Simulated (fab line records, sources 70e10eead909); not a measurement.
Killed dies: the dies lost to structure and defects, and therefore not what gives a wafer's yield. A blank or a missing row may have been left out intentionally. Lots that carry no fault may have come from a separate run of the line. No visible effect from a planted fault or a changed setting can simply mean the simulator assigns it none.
Chamber matching ; flow nandHarc ; NHARC_A_STAIRCASE_DEP_280 on pecvd-01 has 3 sister chambers
The step deposits SiON, target thk 30 nm. 3 wafers are shown with their chamber, then 7 later ones without.

WAFERS WITH THEIR CHAMBER
wafer;chamber;showerheadVppV (V)
L078.5;0;1190
L082.6;1;1123
L090.4;2;1138

WAFERS WHOSE CHAMBER IS MISSING
wafer;showerheadVppV (V)
L090.5;1155
L097.1;1124
L097.2;1134
L097.3;1172
L096.1;1138
L096.3;1121
L096.6;1131

CHAMBER TAKEN BY EACH
wafer;from the rows above;in truth
L090.5;can't be placed: 2 or 1 or 0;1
L097.1;can't be placed: 1 or 2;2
L097.2;can't be placed: 2 or 1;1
L097.3;can't be placed: 0 or 2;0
L096.1;can't be placed: 2 or 1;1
L096.3;can't be placed: 1 or 2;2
L096.6;can't be placed: 2 or 1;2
Correctly placed: 0 of 7. Cannot be placed on the basis of these rows: 7; the candidates contain the true chamber in 7. 0 placed wrongly.
How it was worked out, from the rows above alone: a wafer's distance from a chamber is the root of the sum, over the readings, of the square of ((its reading less the chamber's mean) divided by the reading's scatter). The wafer belongs to the nearest chamber; if the next one is less than 2 further off, it can't be placed. A chamber's mean is the mean of its shown wafers. The scatter (one wafer shown for each chamber): square how far every hidden wafer sits from the nearest shown wafer, average those squares and take the square root.
